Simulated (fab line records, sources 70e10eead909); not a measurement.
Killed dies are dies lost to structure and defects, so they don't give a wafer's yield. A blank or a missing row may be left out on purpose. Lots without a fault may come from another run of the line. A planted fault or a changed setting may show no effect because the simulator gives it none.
fab line records | flow nand_harc
record lots=12 wafers=36 last_day=24
route steps=1159 shown P_ZERO_WELL@44 P_STI@90 END@1159
lots that met no fault: from a run of the same line without faults
start_h: hours from the record's first day to the start of the lot's first wafer shown | wait_h: hours since the lot's step before | " the same as in the row above | L1.1+2: a row that stands for several wafers | - no value, or no start given | * or withheld: withheld | < > ~ a bound
route shown NAME@n: a module of which the file shows steps, and the number in the route of the first | usual: mean/standard deviation of fault-free wafers | same: alike in all rows | chamber/n: place in a boat | sites: the reading at each site | _std_site: their standard deviation | _edge_site: outer sites' mean less inner sites' | radius_mm: how far each site lies from the wafer's centre | mask NAME#n: copy n | behind: the tool/chamber that last shaped the wafer | hold: why the lot was held/for how many hours/how that ended | device: the transistor (n, p or np) that didn't switch | end of line: the same wafers' tests at the end of the route | a step without rows: its recipe alone | killed: dies lost to structure and defects at the first sort, not the wafer's yield | map: a wafer's dies, x killed, . not, _ none there
set.NAME: the setting as run; set.NAME@STEP: as run at that earlier step | model.NAME: the simulator's own value behind a step, which no gauge read
steps of the route over a sample of lots; a table a step, a row a wafer
services: from which hour (start_h, from the record's first day; less than 0 if before it) a tool's chamber was out of use, for how many hours, and why
## steps
# step NHARC_P_ZERO_WELL_CD_MEAS_37
# recipe target_cd_nm=720 landing_energy_ev=500
# usual cd_nm=720.3/1.5
# same landing_energy_ev=500
# columns lot.wafer tool chamber start_h wait_h cd_nm
L450.1 cd_sem-03 0 16.23 - 723.0
L450.2 " 0 " " 721.8
L450.3 " 0 " " 721.7
L451.1 cd_sem-03 0 22.28 - 718.4
L451.3 " 0 " " 720.3
L451.4 " 0 " " 718.8
L454.1 cd_sem-03 0 40.23 - 719.8
L454.4 " 0 " " 717.2
L454.5 " 0 " " 718.7
L455.2 cd_sem-02 0 46.21 - 722.3
L455.3 " 0 " " 720.5
L455.4 " 0 " " 719.5
L456.2 cd_sem-01 0 52.09 - 721.4
L456.3 " 0 " " 720.7
L456.4 " 0 " " 720.4
L458.2 cd_sem-02 0 64.10 - 721.3
L458.3 " 0 " " 720.8
L458.4 " 0 " " 720.8
L461.1 cd_sem-01 0 82.10 - 720.9
L461.3 " 0 " " 721.0
L461.6 " 0 " " 722.7
L462.3 cd_sem-01 0 87.88 - 720.7
L462.4 " 0 " " 721.3
L462.6 " 0 " " 721.8
L463.1 cd_sem-02 0 94.14 - 718.6
L463.2 " 0 " " 717.7
L463.4 " 0 " " 719.0
L471.1 cd_sem-02 0 142.12 - 717.7
L471.4 " 0 " " 718.7
L471.6 " 0 " " 717.3
L472.1 cd_sem-03 0 148.00 - 722.8
L472.3 " 0 " " 723.4
L472.4 " 0 " " 722.6
L473.1 cd_sem-03 0 154.18 - 721.7
L473.3 " 0 " " 718.6
L473.4 " 0 " " 719.6
# step NHARC_P_ZERO_WELL_INSPECT_43
# usual raw_defect_count=13/5.5
# columns lot.wafer tool chamber start_h wait_h raw_defect_count
L450.1 defect_inspect-02 - 19.74 0.6 20
L450.2 " - " " 7
L450.3 " - " " 5
L451.1 defect_inspect-02 - 25.74 0.6 5
L451.3 " - " " 17
L451.4 " - " " 6
L454.1 defect_inspect-01 - 43.71 0.6 9
L454.4 " - " " 5
L454.5 " - " " 17
L455.2 defect_inspect-01 - 49.66 0.5 13
L455.3 " - " " 19
L455.4 " - " " 16
L456.2 defect_inspect-01 - 55.56 0.5 19
L456.3 " - " " 7
L456.4 " - " " 16
L458.2 defect_inspect-01 - 67.55 0.5 20
L458.3 " - " " 19
L458.4 " - " " 8
L461.1 defect_inspect-01 - 85.58 0.6 7
L461.3 " - " " 3
L461.6 " - " " 3
L462.3 defect_inspect-02 - 91.41 0.4 24
L462.4 " - " " 25
L462.6 " - " " 8
L463.1 defect_inspect-01 - 97.59 0.6 13
L463.2 " - " " 18
L463.4 " - " " 17
L471.1 defect_inspect-01 - 145.62 0.6 7
L471.4 " - " " 9
L471.6 " - " " 12
L472.1 defect_inspect-02 - 151.63 0.6 22
L472.3 " - " " 19
L472.4 " - " " 17
L473.1 defect_inspect-01 - 157.65 0.6 17
L473.3 " - " " 10
L473.4 " - " " 8
# step NHARC_P_STI_ETCH_15
# recipe target_depth_a=3000 taper_deg=4 time_s=100.1 hbr_flow_sccm=150 cl2_flow_sccm=50 rf_w=400 icp_w=400 bias_w=100 chemistry=HBr/Cl2
# usual drypump_motor_current_A=5.9/0.43 oes_product_au=1.000/0.007 rf_fwd_power_W=397.7/1.4 throttle_valve_pct=26.407/0.0098
# columns lot.wafer tool chamber start_h wait_h drypump_motor_current_A oes_product_au rf_fwd_power_W rf_hours_counter_h throttle_valve_pct
L450.1 rie_si-06 1 38.12 - 6.2 1.009 396.1 0.2 26.405
L450.2 " 2 " " 5.9 0.997 397.7 0.2 26.410
L450.3 " 3 " " 6.1 0.991 394.8 0.2 26.403
L451.3 rie_si-03 1 38.39 - 5.5 1.001 402.0 0.5 26.396
L451.4 " 2 " " 5.0 0.993 398.3 0.5 26.420
L451.1 " 3 " " 6.0 1.004 398.0 0.4 26.403
L454.1 rie_si-06 1 60.97 - 6.2 1.017 395.8 0.4 26.406
L454.4 " 2 " " 5.9 0.994 398.9 0.4 26.395
L454.5 " 0 " " 6.3 0.996 397.4 - 26.411
L455.2 rie_si-06 2 67.13 - 5.9 0.998 399.8 0.4 26.418
L455.3 " 3 " " 6.1 0.990 397.9 0.4 26.408
L455.4 " 1 " " 6.2 1.011 394.0 0.4 26.397
L456.2 rie_si-06 1 74.23 - 6.2 1.005 397.7 0.5 26.407
L456.3 " 3 " " 6.1 0.998 399.4 0.5 26.411
L456.4 " 0 " " 6.3 0.997 398.9 0.3 26.409
L458.3 rie_si-03 0 83.60 - 5.7 0.998 396.0 0.6 26.403
L458.2 " 2 " " 5.0 1.009 395.3 0.9 26.391
L458.4 " 0 " " 5.7 1.000 397.0 - 26.411
L461.1 rie_si-06 2 104.64 - 5.9 0.991 396.3 0.8 26.408
L461.3 " 0 " " 6.3 0.995 398.4 0.5 26.426
L461.6 " 3 " " 6.1 0.992 398.2 - 26.418
L462.3 rie_si-03 2 107.79 - 5.0 0.994 396.4 1.0 26.415
L462.4 " 0 " " 5.7 0.994 398.1 0.7 26.407
L462.6 " 3 " " 6.0 1.001 397.1 - 26.391
L463.2 rie_si-03 2 115.24 - 5.0 1.006 396.6 1.1 26.388
L463.1 " 3 " " 6.0 0.999 399.5 0.7 26.421
L463.4 " 0 " " 5.7 1.001 396.6 0.8 26.406
L471.1 rie_si-06 1 161.51 - 6.2 0.868 395.0 1.2 26.405
L471.4 " 2 " " 5.9 0.865 395.5 1.3 26.412
L471.6 " 0 " " 6.3 0.867 400.0 - 26.415
L472.4 rie_si-06 2 170.37 - 5.9 0.875 397.8 1.3 26.413
L472.1 " 3 " " 6.1 0.882 397.3 1.1 26.416
L472.3 " 0 " " 6.3 0.879 400.9 1.0 26.408
L473.4 rie_si-03 3 170.48 - 6.0 1.008 398.8 0.0 26.398
L473.1 " 1 " " 5.5 0.995 399.5 0.0 26.403
L473.3 " 2 " " 5.0 1.000 398.8 0.0 26.396
# step NHARC_P_STI_OCD_MEAS_17
# usual trench_depth_nm=300.3/2.4 trench_foot_cd_nm=158.8/1.7
# columns lot.wafer tool chamber start_h wait_h trench_depth_nm trench_foot_cd_nm
L450.1 ocd-02 - 38.36 0.1 304.6 158.2
L450.2 " - " " 298.9 160.2
L450.3 " - " " 300.0 160.2
L451.1 ocd-02 - 38.64 0.1 300.1 157.6
L451.3 " - " " 300.5 158.1
L451.4 " - " " 299.2 157.5
L454.1 ocd-02 - 61.19 0.1 305.9 157.5
L454.4 " - " " 300.1 159.9
L454.5 " - " " 300.5 160.5
L455.2 ocd-01 - 67.38 0.1 296.8 159.4
L455.3 " - " " 299.9 156.2
L455.4 " - " " 303.0 157.8
L456.2 ocd-02 - 74.48 0.1 302.7 158.6
L456.3 " - " " 299.5 158.9
L456.4 " - " " 298.8 158.8
L458.2 ocd-01 - 83.88 0.1 304.2 158.9
L458.3 " - " " 299.4 161.7
L458.4 " - " " 300.1 159.4
L461.1 ocd-01 - 104.89 0.1 297.2 159.2
L461.3 " - " " 296.0 158.4
L461.6 " - " " 297.8 158.3
L462.3 ocd-01 - 108.05 0.1 299.9 160.2
L462.4 " - " " 297.9 158.4
L462.6 " - " " 301.9 158.0
L463.1 ocd-01 - 115.49 0.1 300.3 158.0
L463.2 " - " " 300.4 158.0
L463.4 " - " " 299.1 157.5
L471.1 ocd-02 - 161.72 0.1 241.3 167.7
L471.4 " - " " 237.5 165.1
L471.6 " - " " 241.2 166.2
L472.1 ocd-02 - 170.63 0.1 239.8 169.0
L472.3 " - " " 240.3 168.5
L472.4 " - " " 238.1 168.5
L473.1 ocd-01 - 170.73 0.1 298.4 161.0
L473.3 " - " " 300.6 159.5
L473.4 " - " " 301.2 158.8
# step NHARC_P_STI_CMP_21
# recipe t_overpolish_s=20 target_thk_nm=380.67
# usual motor_current_A=12.8/0.96 overpolish_run_s=19.999/0.0083 slurry_filter_dp_kPa=13.52/0.14
# columns lot.wafer tool chamber start_h wait_h motor_current_A overpolish_run_s slurry_filter_dp_kPa
L451.1 cmp-03 1 58.42 0.4 13.3 20.000 13.40
L451.3 " 2 " " 13.6 20.007 13.63
L451.4 " 0 " " 12.8 20.004 13.72
L450.2 cmp-04 2 58.44 0.4 13.6 20.002 13.77
L450.3 " 3 " " 13.2 20.012 13.52
L450.1 " 0 " " 11.3 19.999 13.54
L454.1 cmp-01 1 79.93 0.4 13.5 20.006 13.64
L454.4 " 0 " " 12.4 19.977 13.70
L454.5 " 1 " " 14.4 19.990 13.53
L455.2 cmp-01 1 86.32 0.4 13.1 20.005 13.36
L455.4 " 2 " " 13.0 20.011 13.70
L455.3 " 3 " " 11.7 20.002 13.55
L456.2 cmp-04 0 95.38 0.4 11.8 19.991 13.65
L456.4 " 1 " " 13.0 20.005 13.32
L456.3 " 3 " " 13.2 20.006 13.59
L458.2 cmp-03 0 104.07 0.4 12.1 19.982 13.49
L458.4 " 1 " " 13.8 19.995 13.52
L458.3 " 3 " " 10.6 20.004 13.51
L462.3 cmp-04 0 133.66 0.4 11.7 20.002 13.46
L462.4 " 2 " " 13.3 20.017 13.55
L462.6 " 1 " " 13.9 19.998 13.59
L463.1 cmp-03 1 133.66 0.4 13.5 19.988 13.61
L463.4 " 3 " " 11.4 20.002 13.80
L463.2 " 0 " " 12.6 20.005 13.54
L461.1 cmp-01 2 133.71 0.4 13.3 19.997 13.18
L461.3 " 3 " " 12.2 19.991 13.76
L461.6 " 1 " " 14.4 20.010 13.35
L471.4 cmp-04 1 180.84 0.4 13.1 20.010 13.40
L471.1 " 3 " " 13.1 20.004 13.44
L471.6 " 0 " " 12.0 19.992 13.33
L472.4 cmp-04 0 189.10 0.4 10.8 20.001 13.40
L472.1 " 1 " " 13.6 19.990 13.37
L472.3 " 2 " " 13.5 19.995 13.39
L473.4 cmp-03 2 189.10 0.4 13.3 19.996 13.41
L473.1 " 3 " " 11.1 20.001 13.56
L473.3 " 0 " " 11.9 19.999 13.51
# step NHARC_END_SORT_01
# recipe temp_c=25
# usual killed_at_array=27/10 killed_at_other=0.6/1 killed_at_periphery=3.4/2.7 killed_dies=31/9.7 killed_open=3.4/1.7 killed_short=2.2/1.5
# same gross_dies=677
# columns lot.wafer tool chamber start_h wait_h killed_at_array killed_at_other killed_at_periphery killed_dies killed_open killed_short
L454.1 prober-01 0 465.92 2.5 28 0 4 32 3 4
L454.4 prober-01 0 468.31 3.4 27 1 3 31 2 1
L454.5 prober-01 0 469.11 3.7 25 0 2 27 2 3
L463.1 prober-02 0 502.81 2.5 13 0 0 13 1 0
L463.2 prober-02 0 503.62 2.8 16 0 0 16 3 2
L463.4 prober-02 0 505.23 3.4 17 0 6 23 3 3
L462.3 prober-02 0 513.36 3.1 26 0 0 26 1 2
L462.4 prober-02 0 514.15 3.4 37 0 1 38 2 4
L462.6 prober-02 0 515.73 4.0 27 1 0 28 2 3
L461.1 prober-01 0 526.28 2.5 29 0 3 32 5 1
L461.3 prober-01 0 527.90 3.1 34 0 0 34 2 3
L461.6 prober-01 0 530.33 4.1 31 0 0 31 2 0
# killed by level:class
L454.1 A_SLIT:chamber_film_flake=8 A_STAIRCASE:chamber_film_flake=7 A_WL_FILL:chamber_film_flake=5 A_CONTACT:chamber_film_flake=2 P_GATE:geometric_particle:open=1 P_M1:geometric_particle:open=1 P_M1:geometric_particle:short=1 A_ONON_D1:geometric_particle:short=1
L454.4 A_WL_FILL:chamber_film_flake=9 A_STAIRCASE:chamber_film_flake=7 A_SLIT:chamber_film_flake=5 A_CHANNEL_HOLE_D1:chamber_film_flake=4 A_WL_FILL:geometric_particle:short=1 A_M0:geometric_particle:open=1 P_ZERO_WELL:chamber_film_flake=1 P_STI:chamber_film_flake=1
L454.5 A_SLIT:chamber_film_flake=13 A_STAIRCASE:chamber_film_flake=4 A_CHANNEL_FILL_D1:geometric_particle:short=2 A_CHANNEL_HOLE_D1:chamber_film_flake=2 P_GATE:geometric_particle:open=1 A_CONTACT:geometric_particle:short=1 A_BLC:geometric_particle:open=1 P_GATE:chamber_film_flake=1
L463.1 A_CHANNEL_HOLE_D1:chamber_film_flake=4 A_SLIT:chamber_film_flake=4 A_STAIRCASE:chamber_film_flake=2 A_CONTACT:chamber_film_flake=2 A_ONON_D1:geometric_particle:open=1
L463.2 A_CONTACT:chamber_film_flake=5 A_STAIRCASE:chamber_film_flake=3 A_WL_FILL:geometric_particle:short=2 A_CONTACT:geometric_particle:open=2 A_ONON_D1:geometric_particle:open=1 A_ZERO_WELL:chamber_film_flake=1 A_CHANNEL_HOLE_D1:chamber_film_flake=1 A_SLIT:chamber_film_flake=1
L463.4 A_CONTACT:chamber_film_flake=5 A_CHANNEL_FILL_D1:geometric_particle:short=3 A_CHANNEL_HOLE_D1:chamber_film_flake=3 A_STAIRCASE:chamber_film_flake=3 A_SLIT:chamber_film_flake=3 P_GATE:geometric_particle:open=1 P_M0:geometric_particle:open=1 P_M2:geometric_particle:open=1
L462.3 A_CHANNEL_HOLE_D1:chamber_film_flake=8 A_CONTACT:chamber_film_flake=7 A_BLC:chamber_film_flake=6 A_SGD_CUT:geometric_particle:short=1 A_WL_FILL:geometric_particle:short=1 A_WL_FILL:geometric_particle:open=1 A_ZERO_WELL:chamber_film_flake=1 A_CHANNEL_FILL_D1:chamber_film_flake=1
L462.4 A_CHANNEL_HOLE_D1:chamber_film_flake=16 A_BLC:chamber_film_flake=7 A_CONTACT:chamber_film_flake=4 A_STAIRCASE:chamber_film_flake=2 A_WL_FILL:chamber_film_flake=2 A_SOURCE_PLATE:geometric_particle:short=1 A_ONON_D1:geometric_particle:open=1 A_CHANNEL_HOLE_D1:geometric_particle:short=1
L462.6 A_CHANNEL_HOLE_D1:chamber_film_flake=16 A_CONTACT:chamber_film_flake=4 A_SGD_CUT:geometric_particle:open=1 A_BLC:geometric_particle:short=1 A_BLC:geometric_particle:open=1 A_M1:geometric_particle:short=1 STARTING-WAFER:geometric_particle:short=1 A_ZERO_WELL:chamber_film_flake=1
L461.1 A_CHANNEL_HOLE_D1:chamber_film_flake=14 A_SLIT:chamber_film_flake=8 A_CONTACT:chamber_film_flake=3 P_M0:geometric_particle:open=1 P_M1:geometric_particle:open=1 P_M2:geometric_particle:open=1 A_CONTACT:geometric_particle:open=1 A_M0:geometric_particle:short=1
L461.3 A_SLIT:chamber_film_flake=14 A_CHANNEL_HOLE_D1:chamber_film_flake=11 A_CONTACT:geometric_particle:open=2 A_SOURCE_PLATE:geometric_particle:short=1 A_CHANNEL_FILL_D1:geometric_particle:short=1 A_WL_FILL:geometric_particle:short=1 A_ZERO_WELL:chamber_film_flake=1 A_CHANNEL_FILL_D1:chamber_film_flake=1
L461.6 A_CHANNEL_HOLE_D1:chamber_film_flake=17 A_SLIT:chamber_film_flake=9 A_CONTACT:chamber_film_flake=2 A_ONON_D1:geometric_particle:open=1 A_BLC:geometric_particle:open=1 A_WL_FILL:chamber_film_flake=1
## services
# columns tool chamber start_h hours kind
rie_si-06 0 15.00 - clean
rie_si-06 1 15.00 - clean
rie_si-06 2 15.00 - clean
cmp-03 - 19.04 0.3 repair
rie_si-06 0 23.46 8.6 repair
cmp-03 - 25.85 6.0 repair
cmp-01 - 31.57 2.3 repair
cmp-03 - 34.94 0.2 repair
cmp-04 - 36.11 2.4 repair
cmp-01 - 54.53 16.5 repair
cmp-03 - 59.15 4.0 pm
rie_si-03 3 70.88 18.1 repair
cmp-01 - 73.95 0.9 repair
cmp-01 - 81.57 4.0 pm
cmp-04 - 103.42 1.3 repair
cmp-04 - 105.00 4.0 pm
rie_si-06 3 124.68 4.0 repair
cmp-01 - 146.71 1.7 repair
rie_si-03 - 155.00 9.0 pm
cmp-03 - 157.15 4.0 pm
cmp-01 - 176.94 2.2 repair
cmp-01 - 179.57 4.0 pm
rie_si-06 - 183.00 9.0 pm
cmp-04 - 185.44 2.5 repair
## key
first_sign step=NHARC_P_STI_ETCH_15 reading=oes_product_au direction=down sigmas=18 usual=1.000 struck=0.873
effect step=NHARC_P_STI_OCD_MEAS_17 reading=trench_depth_nm direction=down sigmas=25 usual=300.3 struck=239.7
met_at NHARC_P_STI_ETCH_15
struck_lots L471,L472
tester_left_out L471,L472
not_acting_at NHARC_P_ZERO_WELL_CD_MEAS_37,NHARC_P_ZERO_WELL_INSPECT_43,NHARC_P_STI_CMP_21
onset_between 104.64 161.51
fault kind=process_parameter_drift tool=rie_si-06 chamber=- onset_h=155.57 steps=NHARC_P_STI_ETCH_15 channel=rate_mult offset=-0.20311 shape=step end_h=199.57
# tester_left_out: of these lots the tester's yield and bins aren't shown, on N5 and GAA mostly nor the transistor test; their killed dies are dies lost to structure and defects alone, not to doping, threshold or leakage, so they don't give the yield
